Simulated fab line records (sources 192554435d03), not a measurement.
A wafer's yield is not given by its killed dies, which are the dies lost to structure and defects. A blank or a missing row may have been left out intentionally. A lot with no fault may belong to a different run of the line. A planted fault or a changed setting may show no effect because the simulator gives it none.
Split-lot study    flow n5_finfet    on a route of 1938 steps: 7 lots, 39 wafers read

## ON THE SPLIT
At N5_BEOL_M9_VIA_ETCH_34 (etches SiCOH lowk in C4F6/O2, target depth 182.4 nm, time 68.4 s), the setting target_depth_a was moved away from the recipe's 1824 angstrom on 12 of the 39 wafers read, by -33.7% to +57.0%. The other wafers ran this setting at the recipe's value.

The reading comes from the split's own step.

## THE READING
SOC_of_BEOL_M9_COAT_63.thk_nm (the simulator's own value, which no gauge read), in nm, at N5_BEOL_M9_VIA_ETCH_34 (etches SiCOH lowk in C4F6/O2, target depth 182.4 nm, time 68.4 s). No usual value for it is given in the file. Across the 27 wafers here that went through the recipe, the average is 51.2 nm and the standard deviation 0.24 nm.

wafer   tool, chamber at the split  target_depth_a as run, angstrom  against the recipe  SOC_of_BEOL_M9_COAT_63.thk_nm, nm  against lot-mates on the recipe
L076.1  rie_diel-04, 0              1824                             recipe              50.8                               -
L076.3  rie_diel-04, 2              1824                             recipe              51                                 -
L076.6  rie_diel-04, 3              1824                             recipe              51.2                               -
L081.1  rie_diel-04, 3              1824                             recipe              51.4                               -
L081.2  rie_diel-04, 2              1210                             -33.7%              54.2                               +3.1
L081.3  rie_diel-04, 1              1824                             recipe              50.8                               -
L081.4  rie_diel-04, 0              1824                             recipe              51                                 -
L081.5  rie_diel-04, 3              1210                             -33.7%              54.2                               +3.1
L081.6  rie_diel-04, 0              1210                             -33.7%              54                                 +2.9
L085.1  rie_diel-04, 0              1824                             recipe              51                                 -
L085.2  rie_diel-04, 3              1824                             recipe              51.4                               -
L085.3  rie_diel-04, 2              1824                             recipe              50.8                               -
L085.4  rie_diel-04, 1              1824                             recipe              51                                 -
L085.5  rie_diel-04, 2              1824                             recipe              51.2                               -
L085.6  rie_diel-04, 1              1824                             recipe              51                                 -
L086.1  rie_diel-05, 3              1824                             recipe              51                                 -
L086.2  rie_diel-05, 1              1824                             recipe              50.8                               -
L086.3  rie_diel-05, 0              1495                             -18.0%              52.8                               +1.8
L086.4  rie_diel-05, 2              1495                             -18.0%              52.8                               +1.8
L086.5  rie_diel-05, 0              1824                             recipe              51.2                               -
L086.6  rie_diel-05, 1              1495                             -18.0%              52.6                               +1.6
L089.1  rie_diel-02, 0              2621                             +43.7%              47.2                               -4.1
L089.2  rie_diel-02, 3,2            1824                             recipe              51.4                               -
L089.3  rie_diel-02, 3,2            1824                             recipe              51.4                               -
L089.4  rie_diel-02, 1              2621                             +43.7%              47.6                               -3.7
L089.5  rie_diel-02, 2              2621                             +43.7%              47.4                               -3.9
L089.6  rie_diel-02, 1              1824                             recipe              51.2                               -
L088.1  rie_diel-02, 3              1824                             recipe              51.6                               -
L088.2  rie_diel-02, 2              2864                             +57.0%              46.2                               -5.2
L088.3  rie_diel-02, 1              1824                             recipe              51.4                               -
L088.4  rie_diel-02, 0              1824                             recipe              51.2                               -
L088.5  rie_diel-02, 3              2864                             +57.0%              46.4                               -5.0
L088.6  rie_diel-02, 0              2864                             +57.0%              45.8                               -5.6
L096.1  rie_diel-04, 0              1824                             recipe              51                                 -
L096.2  rie_diel-04, 2              1824                             recipe              51.2                               -
L096.3  rie_diel-04, 3              1824                             recipe              51.6                               -
L096.4  rie_diel-04, 1              1824                             recipe              51.2                               -
L096.5  rie_diel-04, 3              1824                             recipe              51.6                               -
L096.6  rie_diel-04, 2              1824                             recipe              51.2                               -
Rows listing several chambers each stand for several wafers; the file does not say which wafer went through which chamber.

FIT RESULTS
A straight line over all 39 wafers: SOC_of_BEOL_M9_COAT_63.thk_nm changes by -0.0876 nm for each +1% of target_depth_a; r = -0.99; the points scatter about the line by 0.23 nm.
The same after taking each lot's own level away (the mean of its wafers on the recipe; 39 wafers): -0.0917 nm for each +1%; r = -1.00; scatter 0.19 nm.
The reading moves by 5.2 nm for the largest change in target_depth_a, on that fit.
The lots' own levels span 51.00 to 51.40 nm, that is 1.7 times the standard deviation above.
Hence the lot-to-lot level has little effect on the slope; both slopes agree.
Check: with one of the wafers moved furthest among these (+57.0%) left out of the fit, the line predicts -5.23 nm for it against its lot-mates. It came out at -5.2 nm against them.

## THESE WAFERS: OTHER SPLITS
Note: prior to the reading, these wafers also went through further splits. Each is held against what the fit with the lots' levels taken away leaves over:
other split on the same wafers  wafers away from the commonest value  r with SOC_of_BEOL_M9_COAT_63.thk_nm (lot level and that fit taken away)
N5_BEOL_M8_CURE_75 time_s       18                                    +0.05

## THE WHOLE CHAIN: every reading that the file lists as answering this split, in the file's order
step                    what it does                                                      reading                                                                         change (the file's fit)                 r (the file's)
N5_BEOL_M9_VIA_ETCH_34  etches SiCOH lowk in C4F6/O2, target depth 182.4 nm, time 68.4 s  etch.depth_nm (the simulator's own value, which no gauge read)                  +1.83 nm for each +1% of the setting    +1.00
N5_BEOL_M9_VIA_ETCH_34  etches SiCOH lowk in C4F6/O2, target depth 182.4 nm, time 68.4 s  SOC_of_BEOL_M9_COAT_63.thk_nm (the simulator's own value, which no gauge read)  -0.0917 nm for each +1% of the setting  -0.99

## FILE'S OWN FIT
SOC_of_BEOL_M9_COAT_63.thk_nm changes by -0.0917 nm for each +1% of target_depth_a, r = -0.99.
